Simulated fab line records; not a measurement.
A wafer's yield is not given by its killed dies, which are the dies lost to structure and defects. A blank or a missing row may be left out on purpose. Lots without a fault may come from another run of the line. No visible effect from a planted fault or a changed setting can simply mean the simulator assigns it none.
Which tool did it?    flow n5_finfet    24 lots, 72 wafers sampled, at 4 steps of a route of 1938

## WHAT EACH GAUGE READ, for each wafer
N5_STI_FIN_REVEAL_THK_MEAS_05. Usual: thk_nm 131.9 nm, standard deviation 1.4.
lot   measured     on             thk_nm (nm)        flag
L074  day 2 09:45  film_metro-02  131.8 131.2 129.8  
L075  day 2 16:11  film_metro-02  131.7 130.7 131.8  
L076  day 2 21:56  film_metro-02  132.9 133.0 132.6  
L077  day 3 03:06  film_metro-01  132.2 130.9 131.3  
L078  day 3 10:07  film_metro-02  134.2 130.0 133.1  
L079  day 3 14:58  film_metro-01  130.6 131.1 131.6  
L080  day 3 22:13  film_metro-02  130.5 130.6 131.6  
L081  day 4 04:23  film_metro-01  132.5 130.7 132.0  
L082  day 4 10:34  film_metro-02  131.9 131.5 131.2  
L083  day 4 15:41  film_metro-02  131.8 133.7 130.8  
L084  day 4 22:53  film_metro-02  132.1 128.8 131.4  
L085  day 5 04:38  film_metro-01  134.0 131.7 132.0  
L086  day 5 11:04  film_metro-01  131.6 131.1 132.2  
L087  day 5 17:24  film_metro-02  134.9 132.6 132.7  
L088  day 5 22:34  film_metro-02  131.6 133.0 135.3  
L089  day 6 04:11  film_metro-02  129.4 131.3 131.7  
L090  day 6 09:29  film_metro-02  131.4 129.7 131.1  
L091  day 6 16:13  film_metro-02  133.7 133.4 133.4  
L092  day 6 22:49  film_metro-02  130.8 134.0 131.8  
L093  day 7 05:40  film_metro-01  131.2 132.6 133.8  
L094  day 7 11:11  film_metro-02  131.9 132.9 131.5  
L095  day 7 15:57  film_metro-01  133.3 132.6 133.4  
L096  day 7 21:02  film_metro-01  132.3 131.4 130.8  
L097  day 8 03:29  film_metro-01  130.6 129.9 130.7  

N5_STI_FIN_REVEAL_CD_MEAS_22: target cd 6.238 nm, pitch 28 nm. Usual: cd_nm 6.26 nm, standard deviation 0.27.
lot   measured     on         cd_nm (nm)      flag
L074  day 2 13:03  cd_sem-01  6.05 6.01 6.25  
L075  day 2 19:36  cd_sem-02  6.65 6.32 6.10  
L076  day 3 01:07  cd_sem-03  6.00 6.14 6.67  
L077  day 3 06:20  cd_sem-03  6.42 5.84 6.48  
L078  day 3 13:18  cd_sem-03  6.73 6.31 6.48  
L079  day 3 18:35  cd_sem-01  6.38 6.24 5.82  
L080  day 4 01:24  cd_sem-01  6.22 6.55 6.34  
L081  day 4 07:32  cd_sem-01  5.95 6.38 5.77  
L082  day 4 13:44  cd_sem-02  6.30 6.12 6.07  
L083  day 4 18:52  cd_sem-02  6.31 6.16 5.80  
L084  day 5 02:14  cd_sem-03  6.27 5.81 6.07  
L085  day 5 08:05  cd_sem-03  6.42 6.40 6.18  
L086  day 5 14:40  cd_sem-02  6.03 6.11 6.39  
L087  day 5 21:05  cd_sem-02  5.82 6.18 6.11  
L088  day 6 01:59  cd_sem-01  6.76 6.29 6.06  
L089  day 6 07:55  cd_sem-01  6.44 6.32 6.26  
L090  day 6 13:38  cd_sem-01  6.12 6.09 6.30  
L091  day 6 19:22  cd_sem-03  6.38 6.08 6.15  
L092  day 7 02:14  cd_sem-02  6.10 6.05 6.13  
L093  day 7 08:51  cd_sem-01  6.48 6.34 5.92  
L094  day 7 14:38  cd_sem-02  6.27 6.20 6.36  
L095  day 7 19:10  cd_sem-01  6.98 6.44 5.97  
L096  day 8 00:17  cd_sem-01  6.55 6.40 6.45  
L097  day 8 06:57  cd_sem-02  6.51 6.61 6.33  

N5_DUMMY_GATE_OVL_MEAS_16. Usual: for GATE_OVL the level is 0.0 nm and the standard deviation is 0.86.
lot   measured     on          GATE_OVL (nm)   flag
L074  day 2 23:40  overlay-01  0.3 -0.7 0.3    
L075  day 3 06:17  overlay-02  0.4 -0.2 0.2    
L076  day 3 10:02  overlay-01  -0.1 0.5 1.1    
L077  day 3 15:04  overlay-02  -0.8 -0.9 0.1   
L078  day 3 22:23  overlay-02  -0.3 0.3 -0.2   
L079  day 4 05:49  overlay-02  1.1 1.4 1.3     
L080  day 4 11:56  overlay-02  0.1 -0.9 0.0    
L081  day 4 16:10  overlay-01  0.1 0.0 0.5     
L082  day 5 00:45  overlay-02  1.7 -0.1 0.5    
L083  day 5 06:40  overlay-02  2.2 1.0 1.1     
L084  day 5 11:51  overlay-02  -0.2 -1.0 0.2   
L085  day 5 19:07  overlay-01  0.4 -0.1 -0.1   
L086  day 5 23:26  overlay-02  0.6 0.9 0.2     
L087  day 6 05:48  overlay-01  -1.0 -1.2 -1.2  
L088  day 6 10:37  overlay-01  0.5 -0.5 0.2    
L089  day 6 16:41  overlay-02  -0.2 -0.5 -0.5  
L090  day 6 22:18  overlay-02  0.2 -1.0 0.3    
L091  day 7 04:08  overlay-02  0.3 0.7 0.0     
L092  day 7 11:02  overlay-01  1.4 1.3 -0.1    
L093  day 7 17:29  overlay-02  -0.5 -0.4 -0.5  
L094  day 7 23:34  overlay-02  -0.4 1.0 0.7    
L095  day 8 04:11  overlay-01  -1.3 0.7 -0.5   
L096  day 8 09:02  overlay-01  1.2 0.6 1.8     
L097  day 8 17:32  overlay-01  -1.4 -0.9 -1.9  

## TOOL THAT RAN EACH LOT (tool first, then ch and the chambers of the sampled wafers, then the start)
lot   N5_STI_FIN_REVEAL_OXIDATION_31
L074  plasma_asher-01 ch 0,1, day 2 12:31
L075  plasma_asher-01 ch 0,1, day 2 19:05
L076  plasma_asher-02 ch 0,1, day 3 00:37
L077  plasma_asher-01 ch 0,1, day 3 05:49
L078  plasma_asher-01 ch 0,1, day 3 12:47
L079  plasma_asher-02 ch 0,1, day 3 18:04
L080  plasma_asher-02 ch 0,1, day 4 00:54
L081  plasma_asher-02 ch 0,1, day 4 07:02
L082  plasma_asher-02 ch 0,1, day 4 13:13
L083  plasma_asher-02 ch 0,1, day 4 18:20
L084  plasma_asher-02 ch 1, day 5 01:43
L085  plasma_asher-02 ch 0,1, day 5 07:35
L086  plasma_asher-01 ch 0,1, day 5 13:59
L087  plasma_asher-01 ch 0,1, day 5 20:23
L088  plasma_asher-01 ch 0,1, day 6 01:17
L089  plasma_asher-01 ch 0,1, day 6 07:21
L090  plasma_asher-02 ch 0,1, day 6 12:43
L091  plasma_asher-01 ch 0,1, day 6 18:51
L092  plasma_asher-01 ch 1, day 7 01:43
L093  plasma_asher-02 ch 0,1, day 7 08:20
L094  plasma_asher-02 ch 0,1, day 7 14:08
L095  plasma_asher-02 ch 0,1, day 7 18:40
L096  plasma_asher-02 ch 0, day 7 23:41
L097  plasma_asher-01 ch 1, day 8 06:26
- N5_STI_FIN_REVEAL_OXIDATION_31: chemistry O2 PLASMA REMOTE, time 20 s.

## AS READ BY THE TOOLS THEMSELVES (means over the sampled wafers that have a number; for cases with no such wafer, the mark the record gives instead)
N5_STI_FIN_REVEAL_OXIDATION_31. Usual: drypump_motor_current_A 5.6 A, standard deviation 0.44; heater_power_w 134 W, standard deviation 11; temp_c_max 150.73, standard deviation 0.28.
lot   tool             drypump_motor_current_A (A)  heater_power_w (W)  temp_c_max  flag
L074  plasma_asher-01  5.8                          141                 150.95      
L075  plasma_asher-01  5.8                          143                 150.70      
L076  plasma_asher-02  5.2                          125                 150.60      
L077  plasma_asher-01  6.1                          139                 151.00      
L078  plasma_asher-01  6.1                          138                 150.90      
L079  plasma_asher-02  5.2                          125                 150.60      
L080  plasma_asher-02  5.3                          135                 150.96      
L081  plasma_asher-02  5.2                          122                 150.83      
L082  plasma_asher-02  5.2                          123                 150.66      
L083  plasma_asher-02  5.2                          124                 150.51      
L084  plasma_asher-02  5.1                          117                 150.32      
L085  plasma_asher-02  5.2                          125                 150.48      
L086  plasma_asher-01  5.8                          142                 150.91      
L087  plasma_asher-01  6.1                          140                 150.73      
L088  plasma_asher-01  5.8                          142                 150.83      
L089  plasma_asher-01  5.8                          142                 150.88      
L090  plasma_asher-02  5.2                          124                 150.50      
L091  plasma_asher-01  6.1                          140                 150.89      
L092  plasma_asher-01  6.3                          137                 150.52      
L093  plasma_asher-02  5.2                          126                 150.55      
L094  plasma_asher-02  5.2                          126                 150.45      
L095  plasma_asher-02  5.2                          126                 150.41      
L096  plasma_asher-02  5.4                          142                 150.62      
L097  plasma_asher-01  6.3                          137                 150.77      

## THE ANSWER, worked out from the rows above alone
Rule: a lot is off if the mean of its wafers that have a number lies more than 3 standard deviations from the usual mean. Also off: a lot with no number at a reading for which 4 or more lots have one. The other lots that the step has rows for count as sound. First the gauges in route order, then the tools' own readings, where a lot's mean is used as printed above. The first step at which some lot is off is used, and at that step the reading that is off furthest; a lot without a number counts as furthest.
Nothing can be told from this: no lot is off at any reading shown.

## WHAT THE SIMULATOR HAD INSERTED
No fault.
